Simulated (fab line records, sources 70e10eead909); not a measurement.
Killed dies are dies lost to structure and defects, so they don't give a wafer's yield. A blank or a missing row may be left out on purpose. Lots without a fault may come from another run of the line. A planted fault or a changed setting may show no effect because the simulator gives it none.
fab line records | flow nand_harc
record lots=5 wafers=15 last_day=35
route steps=1302 shown P_M1@315 P_M2@318 END@1302
lots that met no fault: from a run of the same line without faults
start_h: hours from the record's first day to the start of the lot's first wafer shown | wait_h: hours since the lot's step before | " the same as in the row above | L1.1+2: a row that stands for several wafers | - no value, or no start given | * or withheld: withheld | < > ~ a bound
route shown NAME@n: a module of which the file shows steps, and the number in the route of the first | usual: mean/standard deviation of fault-free wafers | same: alike in all rows | chamber/n: place in a boat | sites: the reading at each site | _std_site: their standard deviation | _edge_site: outer sites' mean less inner sites' | radius_mm: how far each site lies from the wafer's centre | mask NAME#n: copy n | behind: the tool/chamber that last shaped the wafer | hold: why the lot was held/for how many hours/how that ended | device: the transistor (n, p or np) that didn't switch | end of line: the same wafers' tests at the end of the route | a step without rows: its recipe alone | killed: dies lost to structure and defects at the first sort, not the wafer's yield | map: a wafer's dies, x killed, . not, _ none there
set.NAME: the setting as run; set.NAME@STEP: as run at that earlier step | model.NAME: the simulator's own value behind a step, which no gauge read
lots at some steps of the route; a table a step, a row a wafer
services: from which hour (start_h, from the record's first day; less than 0 if before it) a tool's chamber was out of use, for how many hours, and why
## steps
# step NHARC_P_M1_INSPECT_27
# usual raw_defect_count=299/120
# columns lot.wafer tool chamber start_h wait_h raw_defect_count
L233.2 defect_inspect-02 - 167.40 0.0 106
L233.5 " - " " 282
L233.6 " - " " 238
L236.2 defect_inspect-01 - 204.64 0.0 235
L236.5 " - " " 202
L236.6 " - " " 265
L238.2 defect_inspect-02 - 218.75 0.0 409
L238.3 " - " " 496
L238.5 " - " " 554
L249.1 defect_inspect-01 - 328.47 0.0 355
L249.3 " - " " 329
L249.5 " - " " 498
L251.4 defect_inspect-02 - 355.43 0.0 446
L251.5 " - " " 451
L251.6 " - " " 520
# step NHARC_P_M1_PRE_CLEAN_32
# recipe time_s=12 temp_c=370 rf_power_w=300 gas=NH3
# usual heater_power_w=608/79
# columns lot.wafer tool chamber start_h wait_h heater_power_w since_wet_clean_h
L233.2 pecvd-01 0 167.47 0.1 686 24
L233.6 " 1 " " 633 -
L233.5 " 2 " " 473 -
L236.2 pecvd-02 2 204.72 0.1 631 146
L236.6 " 2 " " 628 -
L236.5 " 0 " " 552 -
L238.3 pecvd-03 2 218.82 0.1 741 21
L238.2 " 1 " " 668 21
L238.5 " 2 " " 747 -
L249.1 pecvd-01 1 328.54 0.1 746 4
L249.3 " 2 " " 483 4
L249.5 " 0 " " 595 -
L251.6 pecvd-01 2 355.53 0.1 520 -
L251.4 " 0 " " 624 -
L251.5 " 1 " " 690 -
# step NHARC_P_M1_DEP_33
# recipe target_thk_a=300 temp_c=370 target_thk_nm=30 pressure_torr=3 flow_sccm=200 rf_w=450 material=SiCN
# usual heater_power_w=551/79
# columns lot.wafer tool chamber start_h wait_h heater_power_w since_wet_clean_h
L233.2 pecvd-01 0 167.55 0.1 599 24
L233.6 " 1 " " 648 -
L233.5 " 2 " " 479 -
L236.2 pecvd-02 2 204.84 0.1 559 146
L236.6 " 2 " " 573 -
L236.5 " 0 " " 575 -
L238.3 pecvd-03 2 218.90 0.1 673 21
L238.2 " 1 " " 538 21
L238.5 " 2 " " 690 -
L249.1 pecvd-01 1 328.62 0.1 649 4
L249.3 " 2 " " 496 4
L249.5 " 0 " " 609 -
L251.6 pecvd-01 2 355.70 0.2 470 -
L251.4 " 0 " " 588 -
L251.5 " 1 " " 614 -
# step NHARC_P_M2_DEP_00
# recipe target_thk_a=1825 target_thk_nm=182.5 temp_c=withheld pressure_torr=5 flow_sccm=200 rf_w=600 material=SiOC
# step NHARC_P_M2_DEHYDRATE_01
# recipe temp_c=150 time_s=120
# step NHARC_P_M2_HMDS_02
# recipe time_s=30
# step NHARC_P_M2_COAT_34
# recipe temp_c=200 time_s=65
# step NHARC_P_M2_COAT_03
# recipe spin_rpm=1500 resist_thk_nm=90
# step NHARC_P_M2_SOFTBAKE_04
# recipe temp_c=105 time_s=55
# step NHARC_P_M2_EBR_05
# step NHARC_P_M2_EXPOSE_06
# recipe na=1.35 target_cd_nm=170 dose_mj=80.78 mask_id=P_M2
# step NHARC_P_M2_PEB_07
# recipe peb_temp_c=100 peb_time_s=65
# columns lot.wafer tool chamber start_h wait_h
L233.2+5+6 litho_track-06 0 168.73 0.1
L236.2+5+6 litho_track-06 0 205.97 0.1
L238.2+3+5 litho_track-06 0 220.07 0.1
L249.1+3+5 litho_track-04 0 329.79 0.1
L251.4+5+6 litho_track-04 0 356.74 0.0
# step NHARC_P_M2_DEVELOP_08
# recipe develop_time_s=35 dev_temp_c=23
# step NHARC_P_M2_CD_MEAS_09
# recipe target_cd_nm=170 landing_energy_ev=500
# usual cd_nm=169.9/0.45
# columns lot.wafer tool chamber start_h wait_h cd_nm
L233.2 cd_sem-02 0 168.82 - 169.6
L233.5 " 0 " " 170.0
L233.6 " 0 " " 169.7
L236.2 cd_sem-01 0 206.05 - 170.1
L236.5 " 0 " " 170.2
L236.6 " 0 " " 169.8
L238.2 cd_sem-02 0 220.15 - 171.8
L238.3 " 0 " " 172.1
L238.5 " 0 " " 169.3
L249.1 cd_sem-03 0 329.86 - 170.0
L249.3 " 0 " " 169.5
L249.5 " 0 " " 170.3
L251.4 cd_sem-01 0 356.82 - 170.2
L251.5 " 0 " " 169.6
L251.6 " 0 " " 169.9
# step NHARC_P_M2_OVL_MEAS_10
# recipe pitch_nm=340
# usual overlay_x_nm=-0.1/0.87 overlay_y_nm=0.0/1
# columns lot.wafer tool chamber start_h wait_h overlay_x_nm overlay_y_nm
L233.2 overlay-01 - 168.90 - 1.3 0.2
L233.5 " - " " 0.9 -0.3
L233.6 " - " " 1.2 0.2
L236.2 overlay-02 - 206.13 - -0.1 0.8
L236.5 " - " " 0.2 0.8
L236.6 " - " " -0.3 0.7
L238.2 overlay-02 - 220.23 - -0.8 1.9
L238.3 " - " " -0.6 1.7
L238.5 " - " " -0.7 1.5
L249.1 overlay-01 - 329.95 - -1.5 -1.1
L249.3 " - " " -1.0 -1.3
L249.5 " - " " -0.7 -0.2
L251.4 overlay-01 - 356.91 - 0.5 -0.5
L251.5 " - " " 0.2 -0.6
L251.6 " - " " 0.1 0.0
# step NHARC_P_M2_INSPECT_11
# usual raw_defect_count=4.2/2.3
# columns lot.wafer tool chamber start_h wait_h raw_defect_count
L233.2 defect_inspect-02 - 168.94 0.0 6
L233.5 " - " " 9
L233.6 " - " " 6
L236.2 defect_inspect-01 - 206.17 0.0 3
L236.5 " - " " 4
L236.6 " - " " 3
L238.2 defect_inspect-02 - 220.27 0.0 3
L238.3 " - " " 2
L238.5 " - " " 7
L249.1 defect_inspect-01 - 329.99 0.0 3
L249.3 " - " " 3
L249.5 " - " " 5
L251.4 defect_inspect-01 - 356.94 0.0 2
L251.5 " - " " 3
L251.6 " - " " 2
# step NHARC_P_M2_DESCUM_14
# recipe time_s=3 o2_flow_sccm=200 ar_flow_sccm=0 bias_power_w=0 chemistry=O2
# usual drypump_motor_current_A=5.8/0.34 oes_product_au=0.998/0.0079 rf_vpp_V=57.6/0.92 showerhead_plenum_p_Torr=1.89/0.081 throttle_valve_pct=11.311/0.01
# same bias_power_w=0
# columns lot.wafer tool chamber start_h wait_h drypump_motor_current_A oes_product_au rf_hours_counter_h rf_vpp_V showerhead_plenum_p_Torr throttle_valve_pct model.P_M2.cd_nm
L233.2 rie_diel-02 3 169.02 0.1 5.4 0.993 7.8 56.9 1.80 11.318 169.6
L233.5 " 0 " " 6.3 0.998 - 56.7 1.97 11.301 170
L233.6 " 1 " " 6.0 0.991 - 56.7 2.05 11.295 169.8
L236.2 rie_diel-13 1 206.25 0.1 6.1 1.003 1.5 58.1 1.93 11.312 170
L236.6 " 0 " " 5.9 0.987 - 58.3 1.98 11.304 169.6
L236.5 " 1 " " 6.1 0.992 - 58.5 1.93 11.301 170.4
L238.3 rie_diel-13 3 220.37 0.1 6.2 0.993 2.1 57.6 1.85 11.315 171.1
L238.2 " 0 " " 5.9 1.005 1.9 57.9 1.98 11.329 171.3
L238.5 " 3 " " 6.2 0.994 - 56.5 1.85 11.322 168.8
L249.1 rie_diel-13 3 330.05 0.1 6.2 0.988 10.1 57.2 1.85 11.322 169.7
L249.3 " 1 " " 6.1 1.008 7.7 57.1 1.93 11.310 169.6
L249.5 " 0 " " 5.9 0.989 - 57.4 1.97 11.317 170
L251.4 rie_diel-02 1 357.00 0.1 6.0 0.982 3.6 57.4 2.05 11.315 169.6
L251.5 " 1 " " 6.0 0.998 - 59.3 2.05 11.282 169.6
L251.6 " 2 " " 5.7 0.997 - 59.4 1.88 11.303 169.7
# step NHARC_P_M2_ETCH_35
# recipe target_depth_a=400 overetch_a=120 time_s=43.94 ion_energy_ev=200 n2_flow_sccm=150 h2_flow_sccm=150 ar_flow_sccm=0 rf_w=400 bias_w=150 chemistry=N2/H2
# usual drypump_motor_current_A=5.8/0.33 oes_product_au=0.999/0.0075 rf_vpp_V=429.8/2.6 showerhead_plenum_p_Torr=2.01/0.087 throttle_valve_pct=14.171/0.0083
# columns lot.wafer tool chamber start_h wait_h drypump_motor_current_A oes_product_au rf_hours_counter_h rf_vpp_V showerhead_plenum_p_Torr throttle_valve_pct
L233.2 rie_diel-02 1 169.10 0.1 6.0 0.991 8.4 434.3 2.19 14.156
L233.6 " 2 " " 5.8 1.004 - 429.3 2.01 14.174
L233.5 " 3 " " 5.4 0.985 - 427.4 1.92 14.170
L236.2 rie_diel-13 2 206.35 0.1 5.2 0.987 1.8 426.9 1.90 14.167
L236.5 " 1 " " 6.1 0.988 - 430.9 2.06 14.180
L236.6 " 2 " " 5.2 1.005 - 427.5 1.90 14.178
L238.2 rie_diel-13 0 220.45 0.1 5.9 0.999 1.9 432.8 2.11 14.167
L238.3 " 2 " " 5.2 0.996 2.1 426.8 1.90 14.163
L238.5 " 1 " " 6.1 1.001 - 430.9 2.06 14.153
L249.1 rie_diel-13 3 330.14 0.1 6.2 1.000 10.1 426.9 1.97 14.172
L249.3 " 0 " " 5.9 1.002 9.3 431.4 2.11 14.175
L249.5 " 3 " " 6.2 0.992 - 429.6 1.97 14.165
L251.4 rie_diel-02 0 357.11 0.1 6.3 1.003 3.4 432.1 2.10 14.194
L251.6 " 1 " " 6.0 1.001 - 434.2 2.19 14.184
L251.5 " 2 " " 5.7 0.996 - 429.6 2.01 14.173
# step NHARC_P_M2_ETCH_15
# recipe target_depth_a=1825 time_s=91.2 c4f8_flow_sccm=withheld ar_flow_sccm=400 rf_w=600 bias_w=300 chemistry=C4F8/Ar
# usual oes_product_au=0.931/0.018 rf_vpp_V=440.1/2.6
# columns lot.wafer tool chamber start_h wait_h oes_product_au rf_hours_counter_h rf_vpp_V
L233.2 rie_diel-02 3 - - 0.910 7.8 437.6
L233.6 " 2 " " 0.922 - 440.4
L233.5 " 3 " " 0.923 - 437.8
L236.2 rie_diel-13 2 - - 0.919 1.9 436.6
L236.5 " 0 " " 0.914 - 442.8
L236.6 " 1 " " 0.925 - 442.8
L238.2 rie_diel-13 2 - - 0.928 2.2 437.6
L238.3 " 3 " " 0.917 2.2 439.2
L238.5 " 1 " " 0.916 - 441.4
L249.1 rie_diel-13 0 - - 0.917 9.3 441.6
L249.3 " 1 " " 0.922 7.7 441.7
L249.5 " 0 " " 0.923 - 441.3
L251.4 rie_diel-02 3 - - 0.924 3.8 438.3
L251.5 " 1 " " 0.933 - 446.1
L251.6 " 2 " " 0.921 - 441.2
# step NHARC_P_M2_CD_MEAS_16
# usual cd_nm=169.6/0.59
# columns lot.wafer tool chamber start_h wait_h cd_nm
L233.2 cd_sem-02 - 169.31 - 169.7
L233.5 " - " " 169.7
L233.6 " - " " 169.7
L236.2 cd_sem-02 - 206.58 - 169.2
L236.5 " - " " 170.3
L236.6 " - " " 169.4
L238.2 cd_sem-03 - 220.67 - 170.4
L238.3 " - " " 171.0
L238.5 " - " " 168.7
L249.1 cd_sem-02 - 330.36 - 169.4
L249.3 " - " " 169.0
L249.5 " - " " 169.2
L251.4 cd_sem-02 - 357.32 - 169.2
L251.5 " - " " 169.6
L251.6 " - " " 169.7
# step NHARC_P_M2_STRIP_18
# recipe power_w=1000 n2_flow_sccm=150 h2_flow_sccm=150 ar_flow_sccm=0 bias_w=0 chemistry=N2/H2
# usual drypump_motor_current_A=5.9/0.34 oes_product_au=0.997/0.0072 rf_vpp_V=90.5/0.95 showerhead_plenum_p_Torr=2.01/0.085 throttle_valve_pct=14.171/0.009
# columns lot.wafer tool chamber start_h wait_h drypump_motor_current_A oes_product_au rf_hours_counter_h rf_vpp_V showerhead_plenum_p_Torr throttle_valve_pct
L233.2 rie_diel-02 0 169.38 0.1 6.3 1.001 7.1 90.1 2.10 14.178
L233.6 " 0 " " 6.3 1.000 - 91.9 2.10 14.189
L233.5 " 1 " " 6.0 0.982 - 91.6 2.19 14.159
L236.2 rie_diel-04 2 206.65 0.1 6.3 0.986 0.6 89.8 1.99 14.168
L236.5 " 2 " " 6.4 0.988 - 91.4 1.99 14.175
L236.6 " 3 " " 5.7 1.000 - 90.0 1.98 14.176
L238.2 rie_diel-13 2 220.74 0.1 5.2 0.987 2.2 91.0 1.90 14.173
L238.3 " 1 " " 6.1 0.995 1.9 90.1 2.06 14.165
L238.5 " 3 " " 6.2 0.988 - 90.0 1.97 14.162
L249.1 rie_diel-04 0 330.46 0.1 5.8 1.010 9.4 90.1 2.04 14.152
L249.3 " 1 " " 5.6 0.997 8.9 88.7 1.89 14.169
L249.5 " 0 " " 5.7 1.002 - 90.4 2.04 14.163
L251.4 rie_diel-02 0 357.43 0.1 6.3 0.994 3.4 91.3 2.10 14.170
L251.5 " 2 " " 5.7 0.993 - 90.4 2.01 14.174
L251.6 " 3 " " 5.5 0.988 - 90.9 1.91 14.176
# step NHARC_P_M2_ETCH_28
# recipe target_depth_a=300 over_etch_frac=0.3 time_s=72.99 ion_energy_ev=150 cf4_flow_sccm=50 n2_flow_sccm=100 ar_flow_sccm=150 rf_w=300 bias_w=100 chemistry=CF4/N2
# usual drypump_motor_current_A=5.9/0.35 oes_product_au=1.001/0.0074 rf_vpp_V=313.5/1.9 showerhead_plenum_p_Torr=2.59/0.1 throttle_valve_pct=19.793/0.0085
# columns lot.wafer tool chamber start_h wait_h drypump_motor_current_A oes_product_au rf_hours_counter_h rf_vpp_V showerhead_plenum_p_Torr throttle_valve_pct model.P_M2.cd_nm
L233.2 rie_diel-02 1 - - 6.0 0.988 8.5 317.4 2.80 19.796 169.3
L233.6 " 2 " " 5.7 1.000 - 314.1 2.59 19.801 168.7
L233.5 " 3 " " 5.5 0.987 - 311.3 2.48 19.794 169.9
L236.2 rie_diel-04 3 - - 5.7 0.993 0.6 312.5 2.55 19.785 169.7
L236.5 " 0 " " 5.7 1.015 - 314.6 2.63 19.811 170.5
L236.6 " 1 " " 5.5 1.007 - 313.0 2.45 19.805 169.2
L238.3 rie_diel-13 1 - - 6.1 1.000 1.9 316.1 2.65 19.795 171.2
L238.2 " 3 " " 6.2 0.994 2.2 314.1 2.55 19.801 171.1
L238.5 " 0 " " 5.9 0.986 - 315.1 2.71 19.797 169
L249.1 rie_diel-04 0 - - 5.8 1.009 9.5 312.7 2.63 19.792 169.2
L249.3 " 1 " " 5.5 0.993 8.9 311.6 2.45 19.795 169.4
L249.5 " 0 " " 5.8 1.001 - 314.3 2.63 19.784 169.5
L251.4 rie_diel-02 0 - - 6.3 1.004 3.4 314.1 2.70 19.799 169.1
L251.5 " 3 " " 5.4 0.994 - 311.7 2.48 19.785 169.7
L251.6 " 0 " " 6.3 1.002 - 314.7 2.70 19.789 170.2
# step NHARC_P_M2_STRIP_19
# recipe time_s=600 temp_c=30 chemistry=post_etch_residue_remover
# step NHARC_END_SORT_01
# recipe temp_c=25
# usual defect_limited_yield=91.7/2.8 killed_at_array=52/19 killed_at_other=0.8/1 killed_at_periphery=3.7/2.5 killed_dies=56/19 killed_open=3.5/2 killed_short=2.2/1.4 sort_bin_2_pct=2.9/1.2 sort_bin_3_pct=0.6/0.36 sort_bin_4_pct=4.8/1.6 sort_n_pass=621/19 sort_rim_yield_pct=92/3.9 sort_yield_pct=91.7/2.8
# same gross_dies=677 sort_bin_5_pct[%]=0 sort_bin_6_pct[%]=0 sort_bin_7_pct[%]=0 sort_bin_8_pct[%]=0 sort_rim_n_gross=106.00
# columns lot.wafer tool chamber start_h wait_h defect_limited_yield[%] killed_at_array killed_at_other killed_at_periphery killed_dies killed_open killed_short sort_bin_2_pct[%] sort_bin_3_pct[%] sort_bin_4_pct[%] sort_n_pass sort_rim_yield_pct[%] sort_yield_pct[%]
L238.3 prober-02 0 646.07 3.1 94.4 37 1 0 38 2 0 1.6 0.3 3.7 639 95 94.4
L251.4 prober-01 0 826.55 3.4 88.8 73 1 2 76 4 2 3.0 1.0 7.2 601 95 88.8
L251.5 prober-01 0 827.36 3.7 89.2 69 1 3 73 2 1 3.7 1.2 5.9 604 99 89.2
L251.6 prober-01 0 828.16 4.0 90.3 65 0 1 66 4 2 2.7 1.5 5.6 611 90 90.3
# killed by level:class
L238.3 A_CHANNEL_HOLE_D2:chamber_film_flake=15 A_CHANNEL_HOLE_D1:chamber_film_flake=8 A_WL_FILL:chamber_film_flake=4 A_CONTACT:chamber_film_flake=4 A_SLIT:chamber_film_flake=2 A_ONON_D1:geometric_particle:open=1 A_M0:geometric_particle:open=1 A_ZERO_WELL:chamber_film_flake=1
L251.4 A_CHANNEL_HOLE_D2:chamber_film_flake=36 A_CHANNEL_HOLE_D1:chamber_film_flake=11 A_SLIT:chamber_film_flake=9 A_CONTACT:chamber_film_flake=5 A_BLC:chamber_film_flake=4 P_M1:geometric_particle:short=1 A_CHANNEL_HOLE_D1:geometric_particle:open=1 A_ONON_D2:geometric_particle:short=1
L251.5 A_CHANNEL_HOLE_D2:chamber_film_flake=28 A_CHANNEL_HOLE_D1:chamber_film_flake=24 A_SLIT:chamber_film_flake=7 A_CONTACT:chamber_film_flake=4 P_GATE:chamber_film_flake=2 A_ZERO_WELL:chamber_film_flake=2 A_BLC:chamber_film_flake=2 P_M1:geometric_particle:short=1
L251.6 A_CHANNEL_HOLE_D2:chamber_film_flake=34 A_CHANNEL_HOLE_D1:chamber_film_flake=14 A_BLC:chamber_film_flake=5 A_SLIT:chamber_film_flake=4 A_CONTACT:chamber_film_flake=2 P_M0:geometric_particle:open=1 A_CHANNEL_FILL_D1:geometric_particle:open=1 A_DECK1_JOINT:geometric_particle:open=1
## services
# columns tool chamber start_h hours kind
pecvd-01 - 148.28 1.9 repair
rie_diel-04 - 148.52 0.3 repair
pecvd-01 - 157.65 0.9 repair
rie_diel-13 - 165.00 9.0 pm
rie_diel-02 - 166.78 1.2 repair
rie_diel-04 - 177.90 9.0 pm
litho_track-06 - 179.00 7.0 pm
rie_diel-13 3 203.33 7.7 repair
rie_diel-02 - 205.43 1.9 repair
rie_diel-02 - 216.70 9.0 pm
rie_diel-04 3 225.27 8.1 repair
rie_diel-04 2 266.46 4.8 repair
rie_diel-13 - 284.62 0.1 repair
rie_diel-04 0 296.28 1.6 repair
rie_diel-04 - 299.33 2.6 repair
rie_diel-04 - 302.68 0.5 repair
rie_diel-02 - 308.85 0.6 repair
pecvd-01 - 311.36 13.0 pm
rie_diel-13 0 324.35 3.3 repair
rie_diel-13 3 340.62 3.4 repair
rie_diel-04 - 341.33 1.8 repair
rie_diel-13 - 342.00 9.0 pm
rie_diel-02 3 347.78 4.5 repair
rie_diel-04 - 354.90 9.0 pm
## key
first_sign step=NHARC_P_M2_CD_MEAS_09 reading=cd_nm direction=up sigmas=4.5 usual=169.9 struck=172.0
effect none on later readings
model_effect step=NHARC_P_M2_DESCUM_14 value=P_M2.cd_nm without=169.9 struck=171.2
model_effect step=NHARC_P_M2_ETCH_28 value=P_M2.cd_nm without=169.8 struck=171.2
met_at NHARC_P_M2_PEB_07
struck_wafers L238.2,L238.3
onset_between 205.97 220.07
fault kind=process_parameter_drift tool=litho_track-06 chamber=- onset_h=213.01 steps=NHARC_P_M2_PEB_07 channel=peb_time_s offset=* shape=step end_h=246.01 scope=struck_wafers_only acts_in=* stated=*
